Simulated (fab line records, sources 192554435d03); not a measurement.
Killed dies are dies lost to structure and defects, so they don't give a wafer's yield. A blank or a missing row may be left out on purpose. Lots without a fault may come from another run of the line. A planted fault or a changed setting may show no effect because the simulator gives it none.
A struck lot beside a sound one | flow n5_finfet | 17 steps out of a route of 1938
Sound: wafers L671.1, L671.5, L671.6. Struck: wafer L675.4. (L675.1, L675.2 of the same lot were not struck and are left out.) The cause comes at the end.
At each step with rows: each side's tool, then ch and its chambers, then its first start. Under that, the readings that differ: sound wafers | struck wafers | difference of the means | sigmas: that difference in standard deviations of wafers without a fault.
alike: readings whose means differ by less than 2 such deviations, and words and numbers that are the same on both sides. not compared: withheld readings, readings that some wafer has no value for, bounds like >300 that may hide the same value, and numbers for which the record gives no deviation and whose values overlap.
The two part at a step that has a row with sigmas, a row that says differs or no value, or rows on one side only. Numbers that don't overlap but have no deviation are shown without sigmas and don't part them. A reading that every wafer of one side lacks parts them only if that side has two wafers or more.

first, 2 steps without rows for these wafers: N5_HKMG_FIN_COAT_66 (time 60 s, resist thk 300 nm); N5_HKMG_FIN_ETCH_67 (etches SOC in N2/H2, stops on TiN, target depth 388.9 nm).
N5_HKMG_FIN_STRIP_90: strips SOC in N2/H2, time 20 s.
  sound on rie_diel-01 ch 0,1,3, day 5 13:42; struck on rie_diel-01 ch 3, day 6 16:37
  alike: bias_power_w, drypump_motor_current_A, oes_product_au, power_w, rf_fwd_power_W, rf_vpp_V, showerhead_plenum_p_Torr, temp_c, throttle_valve_pct
  not compared: rf_hours_counter_h
then, 2 steps without rows for these wafers: N5_HKMG_FIN_WET_ETCH_73 (etches the open film in SC1, time 42.3 s, target depth 1.3 nm, rinse time 30 s); N5_HKMG_FIN_ETCHBACK_68 (etches the open film in Cl2/Ar, stops on HfO2, target depth 0.5 nm).
N5_HKMG_FIN_STRIP_69: strips in N2/H2, time 360 s.
  sound on plasma_asher-02 ch 0,1, day 5 14:00; struck on plasma_asher-02 ch 0, day 6 17:03
  alike: drypump_motor_current_A, heater_power_w, temp_c
  not compared: rf_hours_counter_h
N5_HKMG_FIN_ALD_21: deposits TiN, target thk 1.5 nm, pulse time 1 s, purge time 3 s.
  sound on ald_metal-01 ch 0,3, day 5 14:23; struck on ald_metal-02 ch 2, day 6 17:26
  alike: heater_power_w, precursor_pulse_height_rel
then, 4 steps without rows for these wafers: N5_HKMG_FIN_ALD_72 (deposits W, target thk 2 nm, pulse time 1 s, purge time 2 s); N5_HKMG_FIN_W_FILL_22 (material W, target thk 60 nm, time 18.2 s); N5_HKMG_FIN_PRECLEAN_83 (cleans in DIW, time 57.5 s); N5_HKMG_FIN_SRD_84 (dry time 32 s).
N5_HKMG_FIN_CMP_23: polishes, stops on SiNx, t overpolish 10 s, target thk 46.326 nm.
  sound on cmp-02 ch 0,3, day 5 14:59; struck on cmp-02 ch 2, day 6 17:58
  alike: edge_zone_pressure_frac, motor_current_A, overpolish_run_s, time_to_endpoint_s
N5_HKMG_FIN_CMP_94: polishes, stops on SiNx, t overpolish 4.7 s, target thk 43.299 nm.
  sound on cmp-02 ch 0,3, day 5 15:25; struck on cmp-02 ch 2, day 6 18:26
  alike: edge_zone_pressure_frac, motor_current_A
N5_HKMG_FIN_INSPECT_28: inspects for defects (darkfield).
  sound on defect_inspect-01, day 5 15:37; struck on defect_inspect-01, day 6 18:40
  reading          | sound    | struck | difference | sigmas
  raw_defect_count | 32 22 16 | 830    | +807       | +45
N5_GATE_CUT_ETCHBACK_00: etches W in SF6/Cl2.
  sound on rie_metal-02 ch 0,1, day 5 15:40; struck on rie_metal-03 ch 1, day 6 18:43
  reading                     | sound          | struck | difference | sigmas
  drypump_motor_current_A (A) | 5.89 5.89 5.81 | 5.28   | -0.58      | -2
  throttle_valve_pct (%)      | 28.1 28.0 27.9 | 27.1   | -0.9       | -2
  alike: SF6_flow_sccm, mfc_cl2_sccm, oes_product_au, rf_fwd_power_W
  not compared: rf_hours_counter_h
-- the record jumps here: 4 days lie between the struck wafers' starts before and after (it left off in module GATE_CUT and takes up again in module BEOL_M4, whose first step shown is number 1111 of the route) --
N5_BEOL_M4_RC_MEAS_101:
  sound on prober-02 ch 0, day 10 01:42; struck on prober-01 ch 0, day 10 08:58
  alike: DIBL_N, DIBL_P, IOFF_N, IOFF_P, ION_N, ION_P, SS_N, SS_P, VT_N, VT_P
-- the record jumps here: 4 days lie between the struck wafers' starts before and after (it left off in module BEOL_M4 and takes up again in module PASSIVATION, whose first step shown is number 1936 of the route) --
N5_PASSIVATION_PROBE_49:
  the record has rows for the struck wafers here (prober-02, day 14 16:13) and none for the sound ones

WHERE THEY PART
First at N5_HKMG_FIN_INSPECT_28; last, within this record, at N5_PASSIVATION_PROBE_49.

WHY: what the simulator had put in
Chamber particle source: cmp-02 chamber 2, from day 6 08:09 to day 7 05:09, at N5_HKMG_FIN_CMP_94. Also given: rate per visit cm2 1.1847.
